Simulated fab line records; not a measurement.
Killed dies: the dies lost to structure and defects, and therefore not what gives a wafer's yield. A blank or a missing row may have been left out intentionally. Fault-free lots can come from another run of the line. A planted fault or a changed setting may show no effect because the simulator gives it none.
What tool caused it? || flow nand_harc || 24 lots, 72 wafers sampled, at 6 steps of a route of 1159

== WHAT EACH GAUGE READ, for each wafer ==
NHARC_A_CONTACT_CD_MEAS_08: the cd target is 100 nm. Usual: 100.3 nm for cd_nm, sd 0.47.
{"lot": "L074", "measured": "day 17 00:08", "on": "cd_sem-02", "cd_nm (nm)": "100.0 99.3 100.4", "flag": ""}
{"lot": "L075", "measured": "day 17 05:07", "on": "cd_sem-03", "cd_nm (nm)": "100.0 99.8 100.2", "flag": ""}
{"lot": "L077", "measured": "day 17 08:55", "on": "cd_sem-03", "cd_nm (nm)": "101.1 100.0 99.8", "flag": ""}
{"lot": "L079", "measured": "day 17 10:21", "on": "cd_sem-02", "cd_nm (nm)": "100.0 100.5 100.8", "flag": ""}
{"lot": "L076", "measured": "day 17 17:50", "on": "cd_sem-02", "cd_nm (nm)": "100.0 100.2 100.7", "flag": ""}
{"lot": "L078", "measured": "day 17 18:11", "on": "cd_sem-02", "cd_nm (nm)": "100.6 100.9 100.6", "flag": ""}
{"lot": "L081", "measured": "day 18 08:14", "on": "cd_sem-01", "cd_nm (nm)": "100.8 100.6 101.1", "flag": ""}
{"lot": "L080", "measured": "day 18 18:03", "on": "cd_sem-02", "cd_nm (nm)": "100.6 100.4 100.1", "flag": ""}
{"lot": "L083", "measured": "day 18 18:37", "on": "cd_sem-02", "cd_nm (nm)": "100.6 100.7 99.6", "flag": ""}
{"lot": "L082", "measured": "day 19 09:24", "on": "cd_sem-01", "cd_nm (nm)": "100.3 99.9 100.6", "flag": ""}
{"lot": "L084", "measured": "day 19 12:34", "on": "cd_sem-02", "cd_nm (nm)": "100.0 99.7 99.8", "flag": ""}
{"lot": "L086", "measured": "day 20 00:48", "on": "cd_sem-03", "cd_nm (nm)": "100.4 100.5 99.7", "flag": ""}
{"lot": "L087", "measured": "day 20 02:34", "on": "cd_sem-01", "cd_nm (nm)": "100.4 100.0 100.8", "flag": ""}
{"lot": "L085", "measured": "day 20 07:28", "on": "cd_sem-03", "cd_nm (nm)": "99.8 100.9 100.5", "flag": ""}
{"lot": "L089", "measured": "day 20 13:24", "on": "cd_sem-02", "cd_nm (nm)": "99.8 99.9 99.3", "flag": ""}
{"lot": "L088", "measured": "day 20 15:42", "on": "cd_sem-03", "cd_nm (nm)": "99.9 99.7 100.4", "flag": ""}
{"lot": "L091", "measured": "day 21 07:08", "on": "cd_sem-01", "cd_nm (nm)": "99.7 100.6 101.0", "flag": ""}
{"lot": "L090", "measured": "day 21 10:31", "on": "cd_sem-02", "cd_nm (nm)": "100.6 100.2 101.5", "flag": ""}
{"lot": "L093", "measured": "day 21 14:48", "on": "cd_sem-02", "cd_nm (nm)": "100.8 100.6 100.7", "flag": ""}
{"lot": "L094", "measured": "day 21 17:25", "on": "cd_sem-03", "cd_nm (nm)": "100.2 100.7 100.9", "flag": ""}
{"lot": "L092", "measured": "day 22 06:52", "on": "cd_sem-02", "cd_nm (nm)": "100.6 100.2 100.9", "flag": ""}
{"lot": "L096", "measured": "day 22 07:43", "on": "cd_sem-01", "cd_nm (nm)": "100.4 100.1 100.3", "flag": ""}
{"lot": "L095", "measured": "day 22 11:13", "on": "cd_sem-01", "cd_nm (nm)": "100.0 100.1 100.3", "flag": ""}
{"lot": "L097", "measured": "day 22 22:22", "on": "cd_sem-02", "cd_nm (nm)": "100.9 100.8 100.1", "flag": ""}

NHARC_A_BLC_CD_MEAS_10: the cd target is 100 nm. Usual: 99.8 nm for cd_nm, sd 0.59.
{"lot": "L074", "measured": "day 17 06:13", "on": "cd_sem-03", "cd_nm (nm)": "99.9 100.0 99.8", "flag": ""}
{"lot": "L075", "measured": "day 17 12:25", "on": "cd_sem-03", "cd_nm (nm)": "100.3 101.0 100.9", "flag": ""}
{"lot": "L077", "measured": "day 17 15:55", "on": "cd_sem-02", "cd_nm (nm)": "100.6 100.3 100.8", "flag": ""}
{"lot": "L079", "measured": "day 17 16:47", "on": "cd_sem-01", "cd_nm (nm)": "100.1 100.0 99.8", "flag": ""}
{"lot": "L076", "measured": "day 17 23:41", "on": "cd_sem-01", "cd_nm (nm)": "99.0 100.1 100.4", "flag": ""}
{"lot": "L078", "measured": "day 17 23:52", "on": "cd_sem-03", "cd_nm (nm)": "100.1 99.5 99.6", "flag": ""}
{"lot": "L081", "measured": "day 18 18:08", "on": "cd_sem-01", "cd_nm (nm)": "100.1 100.6 99.6", "flag": ""}
{"lot": "L080", "measured": "day 18 23:33", "on": "cd_sem-03", "cd_nm (nm)": "99.4 99.2 99.5", "flag": ""}
{"lot": "L083", "measured": "day 19 00:14", "on": "cd_sem-02", "cd_nm (nm)": "100.5 99.7 99.5", "flag": ""}
{"lot": "L082", "measured": "day 19 15:46", "on": "cd_sem-02", "cd_nm (nm)": "99.5 98.8 100.3", "flag": ""}
{"lot": "L084", "measured": "day 19 21:57", "on": "cd_sem-03", "cd_nm (nm)": "98.5 99.1 99.7", "flag": ""}
{"lot": "L086", "measured": "day 20 11:48", "on": "cd_sem-01", "cd_nm (nm)": "99.8 100.1 100.1", "flag": ""}
{"lot": "L087", "measured": "day 20 13:56", "on": "cd_sem-01", "cd_nm (nm)": "99.6 99.5 99.9", "flag": ""}
{"lot": "L085", "measured": "day 20 14:39", "on": "cd_sem-02", "cd_nm (nm)": "99.1 99.7 100.0", "flag": ""}
{"lot": "L089", "measured": "day 20 19:05", "on": "cd_sem-03", "cd_nm (nm)": "99.2 99.7 99.0", "flag": ""}
{"lot": "L088", "measured": "day 21 07:04", "on": "cd_sem-02", "cd_nm (nm)": "100.5 100.0 100.4", "flag": ""}
{"lot": "L091", "measured": "day 21 17:19", "on": "cd_sem-02", "cd_nm (nm)": "100.2 99.5 99.7", "flag": ""}
{"lot": "L090", "measured": "day 21 22:28", "on": "cd_sem-01", "cd_nm (nm)": "99.0 100.0 99.9", "flag": ""}
{"lot": "L093", "measured": "day 21 22:40", "on": "cd_sem-03", "cd_nm (nm)": "99.2 99.7 100.3", "flag": ""}
{"lot": "L094", "measured": "day 22 03:41", "on": "cd_sem-03", "cd_nm (nm)": "100.7 99.6 100.2", "flag": ""}
{"lot": "L092", "measured": "day 22 13:29", "on": "cd_sem-03", "cd_nm (nm)": "99.8 100.2 99.8", "flag": ""}
{"lot": "L096", "measured": "day 22 14:22", "on": "cd_sem-01", "cd_nm (nm)": "98.9 99.8 99.2", "flag": ""}
{"lot": "L095", "measured": "day 22 17:41", "on": "cd_sem-03", "cd_nm (nm)": "100.2 99.9 100.2", "flag": ""}
{"lot": "L097", "measured": "day 23 05:32", "on": "cd_sem-02", "cd_nm (nm)": "98.9 99.6 100.0", "flag": ""}

== WHICH TOOL RAN EACH LOT (tool, then ch and the chambers of the sampled wafers, then the start) ==
{"lot": "L074", "NHARC_A_CONTACT_DEP_28": "acl_dep-01 ch 0, day 16 05:50", "NHARC_A_CONTACT_ETCH_127": "har_cap_etch-01 ch 0,1, day 16 19:01", "NHARC_A_CONTACT_ETCH_130": "har_cap_etch-01 ch 0,1, day 16 19:26", "NHARC_A_CONTACT_ETCH_91": "rie_diel-13 ch 0,2,3, day 16 20:25"}
{"lot": "L075", "NHARC_A_CONTACT_DEP_28": "acl_dep-01 ch 0, day 16 11:43", "NHARC_A_CONTACT_ETCH_127": "har_cap_etch-01 ch 0,1, day 17 00:28", "NHARC_A_CONTACT_ETCH_130": "har_cap_etch-01 ch 0,1, day 17 00:54", "NHARC_A_CONTACT_ETCH_91": "rie_diel-03 ch 0,1,2, day 17 01:56"}
{"lot": "L077", "NHARC_A_CONTACT_DEP_28": "acl_dep-03 ch 0, day 16 14:02", "NHARC_A_CONTACT_ETCH_127": "har_cap_etch-03 ch 0,1, day 17 03:21", "NHARC_A_CONTACT_ETCH_130": "har_cap_etch-03 ch 0,1, day 17 03:46", "NHARC_A_CONTACT_ETCH_91": "rie_diel-03 ch 0,1,3, day 17 04:46"}
{"lot": "L079", "NHARC_A_CONTACT_DEP_28": "acl_dep-01 ch 0, day 16 15:46", "NHARC_A_CONTACT_ETCH_127": "har_cap_etch-02 ch 0,1, day 17 04:09", "NHARC_A_CONTACT_ETCH_130": "har_cap_etch-02 ch 0,1, day 17 04:35", "NHARC_A_CONTACT_ETCH_91": "rie_diel-13 ch 1,3, day 17 05:35"}
{"lot": "L076", "NHARC_A_CONTACT_DEP_28": "acl_dep-02 ch 0, day 16 19:25", "NHARC_A_CONTACT_ETCH_127": "har_cap_etch-03 ch 0,1, day 17 08:11", "NHARC_A_CONTACT_ETCH_130": "har_cap_etch-03 ch 0,1, day 17 08:45", "NHARC_A_CONTACT_ETCH_91": "rie_diel-05 ch 0,3, day 17 09:53"}
{"lot": "L078", "NHARC_A_CONTACT_DEP_28": "acl_dep-01 ch 0, day 16 21:46", "NHARC_A_CONTACT_ETCH_127": "har_cap_etch-02 ch 0, day 17 09:49", "NHARC_A_CONTACT_ETCH_130": "har_cap_etch-02 ch 0, day 17 10:15", "NHARC_A_CONTACT_ETCH_91": "rie_diel-13 ch 0,2, day 17 11:29"}
{"lot": "L081", "NHARC_A_CONTACT_DEP_28": "acl_dep-01 ch 0, day 17 16:22", "NHARC_A_CONTACT_ETCH_127": "har_cap_etch-01 ch 0,1, day 18 03:38", "NHARC_A_CONTACT_ETCH_130": "har_cap_etch-01 ch 0,1, day 18 04:04", "NHARC_A_CONTACT_ETCH_91": "rie_diel-13 ch 0,1,3, day 18 05:02"}
{"lot": "L080", "NHARC_A_CONTACT_DEP_28": "acl_dep-01 ch 0, day 17 23:19", "NHARC_A_CONTACT_ETCH_127": "har_cap_etch-02 ch 0,1, day 18 12:37", "NHARC_A_CONTACT_ETCH_130": "har_cap_etch-02 ch 0,1, day 18 13:03", "NHARC_A_CONTACT_ETCH_91": "rie_diel-05 ch 0,1,3, day 18 14:02"}
{"lot": "L083", "NHARC_A_CONTACT_DEP_28": "acl_dep-02 ch 0, day 18 00:54", "NHARC_A_CONTACT_ETCH_127": "har_cap_etch-03 ch 0,1, day 18 13:16", "NHARC_A_CONTACT_ETCH_130": "har_cap_etch-03 ch 0,1, day 18 13:50", "NHARC_A_CONTACT_ETCH_91": "rie_diel-03 ch 0,1,2, day 18 15:02"}
{"lot": "L082", "NHARC_A_CONTACT_DEP_28": "acl_dep-03 ch 0, day 18 16:44", "NHARC_A_CONTACT_ETCH_127": "har_cap_etch-02 ch 0,1, day 19 04:14", "NHARC_A_CONTACT_ETCH_130": "har_cap_etch-02 ch 0,1, day 19 04:39", "NHARC_A_CONTACT_ETCH_91": "rie_diel-03 ch 0,1,2, day 19 05:53"}
{"lot": "L084", "NHARC_A_CONTACT_DEP_28": "acl_dep-03 ch 0, day 18 19:20", "NHARC_A_CONTACT_ETCH_127": "har_cap_etch-03 ch 0,1, day 19 08:07", "NHARC_A_CONTACT_ETCH_130": "har_cap_etch-03 ch 0,1, day 19 08:32", "NHARC_A_CONTACT_ETCH_91": "rie_diel-05 ch 0,1,2, day 19 09:32"}
{"lot": "L086", "NHARC_A_CONTACT_DEP_28": "acl_dep-01 ch 0, day 19 08:52", "NHARC_A_CONTACT_ETCH_127": "har_cap_etch-01 ch 0,1, day 19 19:58", "NHARC_A_CONTACT_ETCH_130": "har_cap_etch-01 ch 0,1, day 19 20:32", "NHARC_A_CONTACT_ETCH_91": "rie_diel-03 ch 0,3, day 19 21:42"}
{"lot": "L087", "NHARC_A_CONTACT_DEP_28": "acl_dep-03 ch 0, day 19 09:52", "NHARC_A_CONTACT_ETCH_127": "har_cap_etch-03 ch 0,1, day 19 21:50", "NHARC_A_CONTACT_ETCH_130": "har_cap_etch-03 ch 0,1, day 19 22:16", "NHARC_A_CONTACT_ETCH_91": "rie_diel-03 ch 0,2,3, day 19 23:13"}
{"lot": "L085", "NHARC_A_CONTACT_DEP_28": "acl_dep-02 ch 0, day 19 12:32", "NHARC_A_CONTACT_ETCH_127": "har_cap_etch-01 ch 0,1, day 20 01:16", "NHARC_A_CONTACT_ETCH_130": "har_cap_etch-01 ch 0,1, day 20 01:41", "NHARC_A_CONTACT_ETCH_91": "rie_diel-03 ch 1,2,3, day 20 02:40"}
{"lot": "L089", "NHARC_A_CONTACT_DEP_28": "acl_dep-03 ch 0, day 19 20:29", "NHARC_A_CONTACT_ETCH_127": "har_cap_etch-03 ch 0,1, day 20 08:38", "NHARC_A_CONTACT_ETCH_130": "har_cap_etch-03 ch 0,1, day 20 09:04", "NHARC_A_CONTACT_ETCH_91": "rie_diel-03 ch 0,1,3, day 20 10:01"}
{"lot": "L088", "NHARC_A_CONTACT_DEP_28": "acl_dep-02 ch 0, day 19 21:50", "NHARC_A_CONTACT_ETCH_127": "har_cap_etch-01 ch 0,1, day 20 11:01", "NHARC_A_CONTACT_ETCH_130": "har_cap_etch-01 ch 0,1, day 20 11:27", "NHARC_A_CONTACT_ETCH_91": "rie_diel-05 ch 0,1,2, day 20 12:28"}
{"lot": "L091", "NHARC_A_CONTACT_DEP_28": "acl_dep-02 ch 0, day 20 11:50", "NHARC_A_CONTACT_ETCH_127": "har_cap_etch-01 ch 0,1, day 20 23:37", "NHARC_A_CONTACT_ETCH_130": "har_cap_etch-01 ch 0,1, day 21 00:02", "NHARC_A_CONTACT_ETCH_91": "rie_diel-13 ch 1,2,3, day 21 01:00"}
{"lot": "L090", "NHARC_A_CONTACT_DEP_28": "acl_dep-02 ch 0, day 20 14:21", "NHARC_A_CONTACT_ETCH_127": "har_cap_etch-03 ch 0,1, day 21 02:12", "NHARC_A_CONTACT_ETCH_130": "har_cap_etch-03 ch 0,1, day 21 02:38", "NHARC_A_CONTACT_ETCH_91": "rie_diel-03 ch 1,2, day 21 03:37"}
{"lot": "L093", "NHARC_A_CONTACT_DEP_28": "acl_dep-01 ch 0, day 20 17:53", "NHARC_A_CONTACT_ETCH_127": "har_cap_etch-02 ch 0, day 21 09:13", "NHARC_A_CONTACT_ETCH_130": "har_cap_etch-02 ch 0, day 21 09:38", "NHARC_A_CONTACT_ETCH_91": "rie_diel-03 ch 0,2,3, day 21 10:38"}
{"lot": "L094", "NHARC_A_CONTACT_DEP_28": "acl_dep-01 ch 0, day 20 20:09", "NHARC_A_CONTACT_ETCH_127": "har_cap_etch-03 ch 0,1, day 21 10:55", "NHARC_A_CONTACT_ETCH_130": "har_cap_etch-03 ch 0,1, day 21 11:20", "NHARC_A_CONTACT_ETCH_91": "rie_diel-05 ch 0,1, day 21 12:18"}
{"lot": "L092", "NHARC_A_CONTACT_DEP_28": "acl_dep-02 ch 0, day 21 13:50", "NHARC_A_CONTACT_ETCH_127": "har_cap_etch-02 ch 0,1, day 22 01:03", "NHARC_A_CONTACT_ETCH_130": "har_cap_etch-02 ch 0,1, day 22 01:28", "NHARC_A_CONTACT_ETCH_91": "rie_diel-05 ch 0,1,2, day 22 02:33"}
{"lot": "L096", "NHARC_A_CONTACT_DEP_28": "acl_dep-01 ch 0, day 21 15:17", "NHARC_A_CONTACT_ETCH_127": "har_cap_etch-01 ch 0,1, day 22 01:53", "NHARC_A_CONTACT_ETCH_130": "har_cap_etch-01 ch 0,1, day 22 02:19", "NHARC_A_CONTACT_ETCH_91": "rie_diel-13 ch 1,2,3, day 22 03:22"}
{"lot": "L095", "NHARC_A_CONTACT_DEP_28": "acl_dep-01 ch 0, day 21 16:50", "NHARC_A_CONTACT_ETCH_127": "har_cap_etch-01 ch 0,1, day 22 05:32", "NHARC_A_CONTACT_ETCH_130": "har_cap_etch-01 ch 0,1, day 22 05:58", "NHARC_A_CONTACT_ETCH_91": "rie_diel-03 ch 1,2, day 22 07:01"}
{"lot": "L097", "NHARC_A_CONTACT_DEP_28": "acl_dep-03 ch 0, day 22 03:45", "NHARC_A_CONTACT_ETCH_127": "har_cap_etch-03 ch 0,1, day 22 16:37", "NHARC_A_CONTACT_ETCH_130": "har_cap_etch-03 ch 0,1, day 22 17:03", "NHARC_A_CONTACT_ETCH_91": "rie_diel-03 ch 1,2, day 22 18:02"}
- NHARC_A_CONTACT_DEP_28: deposits aC, target thk 3600 nm.
- NHARC_A_CONTACT_ETCH_127: etches the open film in C4F8/O2/Ar, time 155 s, target depth 956 nm.
- NHARC_A_CONTACT_ETCH_130: etches the open film in C4F8/O2/Ar, time 155 s, target depth 956 nm.
- NHARC_A_CONTACT_ETCH_91: etches the open film in CH3F/O2, target depth 40 nm, time 85.7 s.

== WHAT THE TOOLS THEMSELVES READ (means of the sampled wafers that have a number; where no wafer has one, the mark that the record gives instead) ==
NHARC_A_CONTACT_DEP_28. Usual: 34.999 % for throttle_valve_pct, sd 0.0091.
{"lot": "L074", "tool": "acl_dep-01", "throttle_valve_pct (%)": 35.000, "flag": ""}
{"lot": "L075", "tool": "acl_dep-01", "throttle_valve_pct (%)": 34.997, "flag": ""}
{"lot": "L077", "tool": "acl_dep-03", "throttle_valve_pct (%)": 35.003, "flag": ""}
{"lot": "L079", "tool": "acl_dep-01", "throttle_valve_pct (%)": 34.999, "flag": ""}
{"lot": "L076", "tool": "acl_dep-02", "throttle_valve_pct (%)": 35.004, "flag": ""}
{"lot": "L078", "tool": "acl_dep-01", "throttle_valve_pct (%)": 35.000, "flag": ""}
{"lot": "L081", "tool": "acl_dep-01", "throttle_valve_pct (%)": 34.995, "flag": ""}
{"lot": "L080", "tool": "acl_dep-01", "throttle_valve_pct (%)": 34.991, "flag": ""}
{"lot": "L083", "tool": "acl_dep-02", "throttle_valve_pct (%)": 35.007, "flag": ""}
{"lot": "L082", "tool": "acl_dep-03", "throttle_valve_pct (%)": 35.001, "flag": ""}
{"lot": "L084", "tool": "acl_dep-03", "throttle_valve_pct (%)": 35.009, "flag": ""}
{"lot": "L086", "tool": "acl_dep-01", "throttle_valve_pct (%)": 34.996, "flag": ""}
{"lot": "L087", "tool": "acl_dep-03", "throttle_valve_pct (%)": 34.995, "flag": ""}
{"lot": "L085", "tool": "acl_dep-02", "throttle_valve_pct (%)": 35.000, "flag": ""}
{"lot": "L089", "tool": "acl_dep-03", "throttle_valve_pct (%)": 35.000, "flag": ""}
{"lot": "L088", "tool": "acl_dep-02", "throttle_valve_pct (%)": 34.999, "flag": ""}
{"lot": "L091", "tool": "acl_dep-02", "throttle_valve_pct (%)": 34.989, "flag": ""}
{"lot": "L090", "tool": "acl_dep-02", "throttle_valve_pct (%)": 35.003, "flag": ""}
{"lot": "L093", "tool": "acl_dep-01", "throttle_valve_pct (%)": 35.003, "flag": ""}
{"lot": "L094", "tool": "acl_dep-01", "throttle_valve_pct (%)": 34.999, "flag": ""}
{"lot": "L092", "tool": "acl_dep-02", "throttle_valve_pct (%)": 34.999, "flag": ""}
{"lot": "L096", "tool": "acl_dep-01", "throttle_valve_pct (%)": 34.993, "flag": ""}
{"lot": "L095", "tool": "acl_dep-01", "throttle_valve_pct (%)": 34.998, "flag": ""}
{"lot": "L097", "tool": "acl_dep-03", "throttle_valve_pct (%)": 35.000, "flag": ""}

NHARC_A_CONTACT_ETCH_91. Usual: drypump_motor_current_A 5.7 A, standard deviation 0.37; oes_product_au 0.933 a.u., standard deviation 0.027; rf_vpp_V 244.5 V, standard deviation 2; showerhead_plenum_p_Torr 2.47 Torr, standard deviation 0.13; throttle_valve_pct 20.664 %, standard deviation 0.0093.
{"lot": "L074", "tool": "rie_diel-13", "drypump_motor_current_A (A)": 5.6, "oes_product_au (a.u.)": 0.925, "rf_vpp_V (V)": 242.8, "showerhead_plenum_p_Torr (Torr)": 2.41, "throttle_valve_pct (%)": 20.668, "flag": ""}
{"lot": "L075", "tool": "rie_diel-03", "drypump_motor_current_A (A)": 5.8, "oes_product_au (a.u.)": 0.921, "rf_vpp_V (V)": 244.2, "showerhead_plenum_p_Torr (Torr)": 2.45, "throttle_valve_pct (%)": 20.666, "flag": ""}
{"lot": "L077", "tool": "rie_diel-03", "drypump_motor_current_A (A)": 5.7, "oes_product_au (a.u.)": 0.924, "rf_vpp_V (V)": 243.4, "showerhead_plenum_p_Torr (Torr)": 2.34, "throttle_valve_pct (%)": 20.664, "flag": ""}
{"lot": "L079", "tool": "rie_diel-13", "drypump_motor_current_A (A)": 5.9, "oes_product_au (a.u.)": 0.925, "rf_vpp_V (V)": 241.7, "showerhead_plenum_p_Torr (Torr)": 2.27, "throttle_valve_pct (%)": 20.661, "flag": ""}
{"lot": "L076", "tool": "rie_diel-05", "drypump_motor_current_A (A)": 5.7, "oes_product_au (a.u.)": 0.940, "rf_vpp_V (V)": 245.1, "showerhead_plenum_p_Torr (Torr)": 2.48, "throttle_valve_pct (%)": 20.664, "flag": ""}
{"lot": "L078", "tool": "rie_diel-13", "drypump_motor_current_A (A)": 5.5, "oes_product_au (a.u.)": 0.925, "rf_vpp_V (V)": 244.8, "showerhead_plenum_p_Torr (Torr)": 2.47, "throttle_valve_pct (%)": 20.661, "flag": ""}
{"lot": "L081", "tool": "rie_diel-13", "drypump_motor_current_A (A)": 5.8, "oes_product_au (a.u.)": 0.918, "rf_vpp_V (V)": 241.4, "showerhead_plenum_p_Torr (Torr)": 2.33, "throttle_valve_pct (%)": 20.665, "flag": ""}
{"lot": "L080", "tool": "rie_diel-05", "drypump_motor_current_A (A)": 5.7, "oes_product_au (a.u.)": 0.931, "rf_vpp_V (V)": 244.1, "showerhead_plenum_p_Torr (Torr)": 2.43, "throttle_valve_pct (%)": 20.656, "flag": ""}
{"lot": "L083", "tool": "rie_diel-03", "drypump_motor_current_A (A)": 5.9, "oes_product_au (a.u.)": 0.914, "rf_vpp_V (V)": 244.5, "showerhead_plenum_p_Torr (Torr)": 2.45, "throttle_valve_pct (%)": 20.669, "flag": ""}
{"lot": "L082", "tool": "rie_diel-03", "drypump_motor_current_A (A)": 5.9, "oes_product_au (a.u.)": 0.918, "rf_vpp_V (V)": 243.7, "showerhead_plenum_p_Torr (Torr)": 2.45, "throttle_valve_pct (%)": 20.667, "flag": ""}
{"lot": "L084", "tool": "rie_diel-05", "drypump_motor_current_A (A)": 5.9, "oes_product_au (a.u.)": 0.930, "rf_vpp_V (V)": 243.8, "showerhead_plenum_p_Torr (Torr)": 2.42, "throttle_valve_pct (%)": 20.653, "flag": ""}
{"lot": "L086", "tool": "rie_diel-03", "drypump_motor_current_A (A)": 5.4, "oes_product_au (a.u.)": 0.916, "rf_vpp_V (V)": 245.0, "showerhead_plenum_p_Torr (Torr)": 2.53, "throttle_valve_pct (%)": 20.658, "flag": ""}
{"lot": "L087", "tool": "rie_diel-03", "drypump_motor_current_A (A)": 5.5, "oes_product_au (a.u.)": 0.917, "rf_vpp_V (V)": 245.8, "showerhead_plenum_p_Torr (Torr)": 2.57, "throttle_valve_pct (%)": 20.663, "flag": ""}
{"lot": "L085", "tool": "rie_diel-03", "drypump_motor_current_A (A)": 5.8, "oes_product_au (a.u.)": 0.919, "rf_vpp_V (V)": 244.1, "showerhead_plenum_p_Torr (Torr)": 2.52, "throttle_valve_pct (%)": 20.666, "flag": ""}
{"lot": "L089", "tool": "rie_diel-03", "drypump_motor_current_A (A)": 5.7, "oes_product_au (a.u.)": 0.918, "rf_vpp_V (V)": 245.5, "showerhead_plenum_p_Torr (Torr)": 2.47, "throttle_valve_pct (%)": 20.661, "flag": ""}
{"lot": "L088", "tool": "rie_diel-05", "drypump_motor_current_A (A)": 5.9, "oes_product_au (a.u.)": 0.925, "rf_vpp_V (V)": 244.1, "showerhead_plenum_p_Torr (Torr)": 2.42, "throttle_valve_pct (%)": 20.665, "flag": ""}
{"lot": "L091", "tool": "rie_diel-13", "drypump_motor_current_A (A)": 5.7, "oes_product_au (a.u.)": 0.999, "rf_vpp_V (V)": 246.1, "showerhead_plenum_p_Torr (Torr)": 2.61, "throttle_valve_pct (%)": 20.665, "flag": ""}
{"lot": "L090", "tool": "rie_diel-03", "drypump_motor_current_A (A)": 5.9, "oes_product_au (a.u.)": 0.914, "rf_vpp_V (V)": 244.7, "showerhead_plenum_p_Torr (Torr)": 2.49, "throttle_valve_pct (%)": 20.658, "flag": ""}
{"lot": "L093", "tool": "rie_diel-03", "drypump_motor_current_A (A)": 5.5, "oes_product_au (a.u.)": 0.937, "rf_vpp_V (V)": 246.0, "showerhead_plenum_p_Torr (Torr)": 2.56, "throttle_valve_pct (%)": 20.658, "flag": ""}
{"lot": "L094", "tool": "rie_diel-05", "drypump_motor_current_A (A)": 5.8, "oes_product_au (a.u.)": 0.922, "rf_vpp_V (V)": 242.8, "showerhead_plenum_p_Torr (Torr)": 2.36, "throttle_valve_pct (%)": 20.663, "flag": ""}
{"lot": "L092", "tool": "rie_diel-05", "drypump_motor_current_A (A)": 5.9, "oes_product_au (a.u.)": 0.916, "rf_vpp_V (V)": 244.4, "showerhead_plenum_p_Torr (Torr)": 2.41, "throttle_valve_pct (%)": 20.648, "flag": ""}
{"lot": "L096", "tool": "rie_diel-13", "drypump_motor_current_A (A)": 5.7, "oes_product_au (a.u.)": 0.917, "rf_vpp_V (V)": 246.3, "showerhead_plenum_p_Torr (Torr)": 2.60, "throttle_valve_pct (%)": 20.664, "flag": ""}
{"lot": "L095", "tool": "rie_diel-03", "drypump_motor_current_A (A)": 5.9, "oes_product_au (a.u.)": 0.992, "rf_vpp_V (V)": 244.4, "showerhead_plenum_p_Torr (Torr)": 2.49, "throttle_valve_pct (%)": 20.665, "flag": ""}
{"lot": "L097", "tool": "rie_diel-03", "drypump_motor_current_A (A)": 5.9, "oes_product_au (a.u.)": 0.994, "rf_vpp_V (V)": 244.7, "showerhead_plenum_p_Torr (Torr)": 2.49, "throttle_valve_pct (%)": 20.655, "flag": ""}

== THE ANSWER, worked out from the rows above alone ==
Rule: lot off if the mean of its wafers having a number is beyond 3 standard deviations from the usual mean. Also off: a lot with no number at a reading for which 4 or more lots have one. Any other lot the step has rows for is counted as sound. First the gauges in route order, then the tools' own readings, where a lot's mean is used as printed above. The first step at which some lot is off is used, and at that step the reading that is off furthest; a lot without a number counts as furthest.
No lot is off at any reading shown: from this, nothing can be told.

== WHAT THE SIMULATOR HAD INSERTED ==
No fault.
